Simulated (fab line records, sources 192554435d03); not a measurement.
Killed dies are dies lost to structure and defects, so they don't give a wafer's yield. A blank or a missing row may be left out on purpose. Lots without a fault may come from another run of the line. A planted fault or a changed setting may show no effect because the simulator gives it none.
Which tool did it? | flow n5_finfet | 8 lots, 24 wafers sampled, at 8 steps of a route of 1938

WHAT THE GAUGES READ, wafer by wafer
N5_DUMMY_GATE_CD_MEAS_24: target cd 15 nm. Usual: cd_nm 15.02 nm, standard deviation 0.28.
lot  | measured    | on        | cd_nm (nm)        | flag
L906 | day 3 11:02 | cd_sem-01 | 15.10 14.99 14.91 |
L907 | day 3 16:32 | cd_sem-02 | 15.19 14.75 14.82 |
L908 | day 3 22:58 | cd_sem-01 | 15.21 15.46 15.03 |
L909 | day 4 04:39 | cd_sem-03 | 15.13 15.29 15.53 |
L912 | day 4 21:32 | cd_sem-01 | 15.39 14.70 15.00 |
L922 | day 7 04:21 | cd_sem-02 | 15.02 15.42 15.40 |
L924 | day 7 16:52 | cd_sem-02 | 14.96 14.92 15.27 |
L925 | day 8 00:47 | cd_sem-03 | 15.30 14.90 15.08 |

N5_DUMMY_GATE_INSPECT_27: inspects for defects (brightfield). Usual: raw_defect_count 319, standard deviation 84.
lot  | measured    | on                | raw_defect_count | flag
L906 | day 3 11:29 | defect_inspect-02 | 392 316 298      |
L907 | day 3 16:58 | defect_inspect-01 | 401 462 286      |
L908 | day 3 23:16 | defect_inspect-01 | 1472 1362 1285   | OFF
L909 | day 4 04:56 | defect_inspect-01 | 300 204 354      |
L912 | day 4 21:53 | defect_inspect-01 | 1287 1344 1289   | OFF
L922 | day 7 04:38 | defect_inspect-01 | 187 183 303      |
L924 | day 7 17:08 | defect_inspect-02 | 281 282 227      |
L925 | day 8 01:11 | defect_inspect-02 | 425 472 449      |

N5_SPACER0_INSPECT_04: inspects for defects (darkfield). Usual: raw_defect_count 142, standard deviation 32.
lot  | measured    | on                | raw_defect_count | flag
L906 | day 3 12:35 | defect_inspect-01 | 197 176 157      |
L907 | day 3 17:34 | defect_inspect-02 | 211 181 142      |
L908 | day 4 00:27 | defect_inspect-01 | 1264 1196 1161   | OFF
L909 | day 4 05:32 | defect_inspect-01 | 121 102 135      |
L912 | day 4 22:29 | defect_inspect-02 | 1174 1197 1183   | OFF
L922 | day 7 06:37 | defect_inspect-02 | 101 90 134       |
L924 | day 7 17:45 | defect_inspect-02 | 124 129 100      |
L925 | day 8 02:05 | defect_inspect-02 | 175 222 214      |

N5_SD_EPI_N_INSPECT_11: inspects for defects (macro). Usual: raw_defect_count 2.0, standard deviation 1.4.
lot  | measured    | on                | raw_defect_count | flag
L906 | day 3 12:55 | defect_inspect-02 | 1 2 3            |
L907 | day 3 17:55 | defect_inspect-02 | 1 0 3            |
L908 | day 4 00:47 | defect_inspect-02 | >300 >300 >300   | OFF
L909 | day 4 05:59 | defect_inspect-01 | 5 2 3            |
L912 | day 4 22:56 | defect_inspect-01 | >300 >300 >300   | OFF
L922 | day 7 07:05 | defect_inspect-01 | 1 0 3            |
L924 | day 7 18:12 | defect_inspect-02 | 1 2 1            |
L925 | day 8 02:25 | defect_inspect-02 | 2 0 3            |

N5_BEOL_M4_RC_MEAS_101. Usual: DIBL_N 36.1 mV/V, standard deviation 1.4; DIBL_P 36.3 mV/V, standard deviation 1.4; IOFF_N 0.154 nA/um, standard deviation 0.021; IOFF_P 0.21 nA/um, standard deviation 0.032; ION_N 670 uA/um, standard deviation 8.1; ION_P 461 uA/um, standard deviation 7; SS_N 71.4 mV/dec, standard deviation 0.49; SS_P 73.3 mV/dec, standard deviation 0.5; VT_N 250.4 mV, standard deviation 2.6; VT_P -250 mV, standard deviation 3.7.
lot  | measured     | on        | DIBL_N (mV/V)  | DIBL_P (mV/V)  | IOFF_N (nA/um)    | IOFF_P (nA/um) | ION_N (uA/um) | ION_P (uA/um) | SS_N (mV/dec)  | SS_P (mV/dec)  | VT_N (mV)         | VT_P (mV)      | flag
L906 | day 9 09:17  | prober-02 | 38.2 37.8 36.8 | 36.8 37.5 36.2 | 0.170 0.172 0.154 | 0.20 0.20 0.18 | 676 682 681   | 451 458 465   | 71.7 71.7 70.8 | 73.0 73.5 73.3 | 246.3 248.8 248.1 | -252 -254 -254 |
L907 | day 9 13:38  | prober-01 | 36.2 36.6 38.0 | 36.9 38.1 40.1 | 0.161 0.170 0.195 | 0.19 0.21 0.25 | 672 673 679   | 455 459 464   | 70.7 71.9 71.2 | 73.9 74.1 73.9 | 249.6 250.5 248.4 | -253 -256 -248 |
L908 | day 9 16:39  | prober-01 | 35.9 34.8 37.2 | 35.7 33.5 36.3 | 0.133 0.114 0.153 | 0.21 0.18 0.22 | 672 657 672   | 469 464 464   | 70.8 70.9 70.8 | 72.8 72.1 73.4 | 254.0 257.3 250.8 | -249 -254 -248 |
L909 | day 9 19:14  | prober-02 | 33.3 36.0 34.6 | 32.9 35.6 34.2 | 0.124 0.170 0.146 | 0.22 0.28 0.25 | 664 676 681   | 472 475 480   | 70.8 71.4 71.1 | 73.2 73.1 72.8 | 252.9 246.2 250.2 | -244 -242 -241 |
L912 | day 10 12:02 | prober-02 | 36.0 36.1 34.7 | 36.1 36.0 34.3 | 0.164 0.164 0.138 | 0.26 0.26 0.24 | 671 669 676   | 467 468 472   | 71.0 71.2 70.9 | 73.4 74.3 73.3 | 248.0 248.1 251.7 | -244 -245 -248 |
L922 | day 12 17:49 | prober-01 | 34.4 34.2 36.5 | 34.7 34.4 35.7 | 0.139 0.137 0.171 | 0.18 0.19 0.20 | 681 682 669   | 467 461 459   | 71.0 70.4 70.6 | 72.9 73.2 73.6 | 249.3 250.0 246.5 | -251 -250 -249 |
L924 | day 13 23:28 | prober-01 | 35.0 32.7 33.5 | 36.6 34.0 34.5 | 0.127 0.110 0.115 | 0.17 0.14 0.15 | 657 659 650   | 458 455 451   | 71.6 70.4 71.0 | 72.9 72.7 72.9 | 255.0 254.8 254.3 | -255 -254 -259 |
L925 | day 14 16:38 | prober-02 | 37.8 37.4 38.6 | 38.2 37.7 39.7 | 0.167 0.154 0.186 | 0.22 0.21 0.24 | 665 661 679   | 453 459 463   | 71.4 71.3 71.7 | 73.6 73.1 73.4 | 249.4 250.7 250.4 | -250 -251 -251 |

WHICH TOOL RAN EACH LOT (tool, then ch and the chambers of the sampled wafers, then the start)
lot  | N5_DUMMY_GATE_ETCH_29             | N5_DUMMY_GATE_STRIP_41            | N5_DUMMY_GATE_ETCH_23
L906 | rie_diel-05 ch 1,2,3, day 3 09:48 | rie_diel-04 ch 0,1,2, day 3 10:38 | rie_si-02 ch 0,1,2, day 3 10:52
L907 | rie_diel-04 ch 0,1,2, day 3 15:28 | rie_diel-04 ch 0,1,3, day 3 16:08 | rie_si-01 ch 0,1,3, day 3 16:22
L908 | rie_diel-04 ch 1,2,3, day 3 22:10 | rie_diel-06 ch 0,1,2, day 3 22:34 | rie_si-02 ch 0,1,3, day 3 22:49
L909 | rie_diel-05 ch 0,1,2, day 4 03:50 | rie_diel-06 ch 0,3, day 4 04:14   | rie_si-04 ch 0,2, day 4 04:29
L912 | rie_diel-04 ch 1,2,3, day 4 20:43 | rie_diel-06 ch 0,3, day 4 21:08   | rie_si-04 ch 1,2,3, day 4 21:22
L922 | rie_diel-04 ch 0,1,3, day 7 03:32 | rie_diel-05 ch 2,3, day 7 03:56   | rie_si-01 ch 0,1, day 7 04:11
L924 | rie_diel-05 ch 0,1,2, day 7 16:03 | rie_diel-06 ch 0,1,3, day 7 16:27 | rie_si-04 ch 0,1,2, day 7 16:41
L925 | rie_diel-05 ch 0,2,3, day 7 23:58 | rie_diel-06 ch 0,3, day 8 00:23   | rie_si-01 ch 1,2,3, day 8 00:37
- N5_DUMMY_GATE_ETCH_29: etches underlayer in N2/H2, target depth 13 nm.
- N5_DUMMY_GATE_STRIP_41: strips in O2.
- N5_DUMMY_GATE_ETCH_23: etches poly-Si in HBr/Cl2/O2, target depth 41 nm, time 22.3 s.

WHAT THE TOOLS THEMSELVES READ (means of the sampled wafers that have a number; where no wafer has one, the mark that the record gives instead)
N5_DUMMY_GATE_ETCH_29. Usual: bias_w 150.0 W, standard deviation 0.46; drypump_motor_current_A 5.8 A, standard deviation 0.42; oes_product_au 0.77 a.u., standard deviation 0.066; rf_vpp_V 523.7 V, standard deviation 2.7; showerhead_plenum_p_Torr 2.54 Torr, standard deviation 0.095; throttle_valve_pct 17.99 %, standard deviation 0.21.
lot  | tool        | bias_w (W) | drypump_motor_current_A (A) | oes_product_au (a.u.) | rf_vpp_V (V) | showerhead_plenum_p_Torr (Torr) | throttle_valve_pct (%) | flag
L906 | rie_diel-05 | 150.0      | 5.5                         | 0.78                  | 523.9        | 2.55                            | 17.87                  |
L907 | rie_diel-04 | 149.6      | 5.8                         | 0.77                  | 521.8        | 2.47                            | 17.73                  |
L908 | rie_diel-04 | 150.0      | 6.0                         | 0.78                  | 521.4        | 2.44                            | 17.90                  |
L909 | rie_diel-05 | 150.2      | 5.5                         | 0.78                  | 525.5        | 2.63                            | 18.02                  |
L912 | rie_diel-04 | 150.3      | 6.0                         | 0.77                  | 520.9        | 2.44                            | 17.90                  |
L922 | rie_diel-04 | 150.2      | 5.9                         | 0.78                  | 519.9        | 2.41                            | 17.81                  |
L924 | rie_diel-05 | 149.6      | 5.5                         | 0.76                  | 526.5        | 2.62                            | 18.06                  |
L925 | rie_diel-05 | 149.8      | 5.6                         | 0.74                  | 523.5        | 2.54                            | 18.07                  |

N5_DUMMY_GATE_STRIP_41. Usual: drypump_motor_current_A 5.8 A, standard deviation 0.41; oes_product_au 0.78 a.u., standard deviation 0.069; rf_vpp_V 3.6 V, standard deviation 0.5; showerhead_plenum_p_Torr 2.10 Torr, standard deviation 0.071; throttle_valve_pct 16.75 %, standard deviation 0.19.
lot  | tool        | drypump_motor_current_A (A) | oes_product_au (a.u.) | rf_vpp_V (V) | showerhead_plenum_p_Torr (Torr) | throttle_valve_pct (%) | flag
L906 | rie_diel-04 | 5.8                         | 0.77                  | 3.6          | 2.05                            | 16.53                  |
L907 | rie_diel-04 | 5.8                         | 0.80                  | 3.9          | 2.00                            | 16.57                  |
L908 | rie_diel-06 | 6.2                         | 0.74                  | 4.3          | 2.15                            | 17.01                  |
L909 | rie_diel-06 | 6.1                         | 0.80                  | 3.5          | 2.12                            | 16.83                  |
L912 | rie_diel-06 | 6.2                         | 0.81                  | 3.5          | 2.12                            | 16.83                  |
L922 | rie_diel-05 | 5.3                         | 0.78                  | 3.9          | 2.07                            | 16.73                  |
L924 | rie_diel-06 | 6.2                         | 0.82                  | 3.5          | 2.12                            | 16.86                  |
L925 | rie_diel-06 | 6.2                         | 0.78                  | 3.6          | 2.11                            | 16.87                  |

N5_DUMMY_GATE_ETCH_23. Usual: bias_w 102.00 W, standard deviation 0.29; drypump_motor_current_A 5.7 A, standard deviation 0.48; oes_product_au 1.001 a.u., standard deviation 0.011; throttle_valve_pct 37.24 %, standard deviation 0.17.
lot  | tool      | bias_w (W) | drypump_motor_current_A (A) | oes_product_au (a.u.) | throttle_valve_pct (%) | flag
L906 | rie_si-02 | 102.07     | 5.5                         | 0.999                 | 37.17                  |
L907 | rie_si-01 | 101.96     | 5.5                         | 1.010                 | 37.22                  |
L908 | rie_si-02 | 102.13     | 5.5                         | 1.003                 | 37.23                  |
L909 | rie_si-04 | 102.12     | 6.0                         | 1.006                 | 37.03                  |
L912 | rie_si-04 | 102.28     | 6.0                         | 0.985                 | 37.23                  |
L922 | rie_si-01 | 101.70     | 5.3                         | 1.005                 | 37.31                  |
L924 | rie_si-04 | 102.05     | 5.8                         | 1.000                 | 37.25                  |
L925 | rie_si-01 | 102.11     | 5.9                         | 1.008                 | 37.21                  |

THE ANSWER, worked out from the rows above alone
Rule: a lot is off if the mean of its wafers that have a number lies more than 3 standard deviations from the usual mean. A lot without any number at a reading at which 4 lots or more have one is off too. The other lots that the step has rows for count as sound. The gauges are gone through in route order, then the tools' own readings, and for those a lot's mean is taken as printed above. The first step at which some lot is off is used, and at that step the reading that is off furthest; a lot without a number counts as furthest.
Off: L908, L912, at N5_DUMMY_GATE_INSPECT_27 (raw_defect_count).
A tool fits if, at a process step before that reading, it ran every lot that is off, and no sound lot after the first of them. The gauges at N5_DUMMY_GATE_INSPECT_27 are tried like those tools. None of those tried fits.

WHAT THE SIMULATOR HAD PUT IN
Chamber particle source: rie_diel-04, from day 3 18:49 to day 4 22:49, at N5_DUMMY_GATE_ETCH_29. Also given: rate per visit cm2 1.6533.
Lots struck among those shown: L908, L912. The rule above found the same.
